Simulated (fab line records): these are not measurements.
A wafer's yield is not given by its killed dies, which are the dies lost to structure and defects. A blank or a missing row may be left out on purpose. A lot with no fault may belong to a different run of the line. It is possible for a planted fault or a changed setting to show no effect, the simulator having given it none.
Matching of chambers | flow n5-finfet | N5_DUMMY_GATE_PECVD_30 on pecvd-03: 3 sister chambers
The step deposits SiO2 from TEOS/O2, target thk 55 nm, time 10.8 s. 17 wafers are shown with their chamber, then 8 later ones without.

## WAFERS, EACH WITH ITS CHAMBER
wafer  | chamber | chamber-pressure-Torr (Torr)
L503.1 | 0       | 6.498
L503.4 | 1       | 6.493
L503.6 | 2       | 6.500
L504.3 | 1       | 6.473
L504.4 | 0       | 6.504
L504.5 | 1       | 6.498
L506.2 | 0       | 6.506
L506.4 | 2       | 6.487
L506.5 | 0       | 6.496
L508.2 | 1       | 6.500
L508.4 | 0       | 6.499
L508.5 | 2       | 6.498
L518.2 | 0       | 6.497
L518.3 | 1       | 6.511
L520.3 | 0       | 6.500
L520.4 | 2       | 6.492
L523.1 | 0       | 6.478

SIGNATURES (means of the wafers above)
reading               | chamber 0 | chamber 1 | chamber 2 | scatter within a chamber
chamber-pressure-Torr | 6.49725   | 6.49500   | 6.49425   | 0.00996
Rule: for a wafer and a chamber, the distance is found by dividing, reading by reading, the gap between the wafer's reading and the chamber's mean by the reading's scatter, squaring, summing and taking the root. The wafer belongs to the nearest chamber; if the next one is less than 2 further off, it can't be placed. The scatter: take each reading less its chamber's mean, square it, sum over the shown wafers, divide by the number of wafers less the number of chambers, and take the root.

## WAFERS MISSING THEIR CHAMBER
wafer  | chamber-pressure-Torr (Torr)
L523.4 | 6.521
L523.6 | 6.481
L524.1 | 6.479
L524.4 | 6.484
L524.6 | 6.497
L525.2 | 6.490
L525.5 | 6.492
L525.6 | 6.488

## CHAMBER TAKEN BY EACH
wafer  | from the rows above          | in truth
L523.4 | can't be placed: 0 or 1 or 2 | 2
L523.6 | can't be placed: 2 or 1 or 0 | 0
L524.1 | can't be placed: 2 or 1 or 0 | 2
L524.4 | can't be placed: 2 or 1 or 0 | 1
L524.6 | can't be placed: 0 or 1 or 2 | 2
L525.2 | can't be placed: 2 or 1 or 0 | 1
L525.5 | can't be placed: 2 or 1 or 0 | 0
L525.6 | can't be placed: 2 or 1 or 0 | 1
Placed correctly: 0 of 8. From these rows, 8 cannot be placed; in 8 the true chamber is one of the candidates. Number placed wrongly: 0.
